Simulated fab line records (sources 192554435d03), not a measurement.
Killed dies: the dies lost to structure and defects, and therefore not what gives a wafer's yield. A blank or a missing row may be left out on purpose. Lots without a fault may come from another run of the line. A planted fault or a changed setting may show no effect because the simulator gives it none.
Matching of chambers | flow n5-finfet | 3 sister chambers for N5_BEOL_M6_PECVD_70 on pecvd-02
The step deposits SiO2 from TEOS/O2, target thk 20 nm, time 22.7 s. 6 wafers are shown with their chamber, then 7 later ones without.

== WAFERS WITH THEIR CHAMBER ==
wafer  | chamber | throttle-valve-pct (%) | showerhead-plenum-p-Torr (Torr)
L078.3 | 0       | 21.5                   | 8.82
L090.2 | 0       | 21.4                   | 8.81
L090.3 | 1       | 24.1                   | 8.84
L090.5 | 2       | 23.6                   | 8.71
L093.3 | 2       | 23.8                   | 8.70
L093.5 | 1       | 24.0                   | 8.83

== WAFERS MISSING THEIR CHAMBER ==
wafer  | throttle-valve-pct (%) | showerhead-plenum-p-Torr (Torr)
L093.6 | 21.6                   | 8.83
L094.2 | 23.9                   | 8.70
L094.3 | 24.3                   | 8.84
L094.5 | 24.1                   | 8.84
L095.1 | 23.6                   | 8.86
L095.4 | 24.0                   | 8.86
L095.6 | 21.3                   | 8.85

== WHICH CHAMBER EACH ONE RAN IN ==
wafer  | from the rows above | in truth
L093.6 | 0                   | 0
L094.2 | 2                   | 2
L094.3 | 1                   | 1
L094.5 | 1                   | 1
L095.1 | 1                   | 1
L095.4 | 1                   | 1
L095.6 | 0                   | 0
7 of 7 placed correctly. Number that these rows cannot place: 0. 0 placed wrongly.
How it was worked out, from the rows above alone: a wafer's distance from a chamber is the root of the sum, over the readings, of the square of ((its reading less the chamber's mean) divided by the reading's scatter). The wafer belongs to the nearest chamber; if the next one is less than 2 further off, it can't be placed. Each chamber's mean is taken over the wafers shown for it. How the scatter is found: for the shown wafers, subtract from each reading the mean of its chamber, square and add these, divide the total by (wafers less chambers), then take the root.
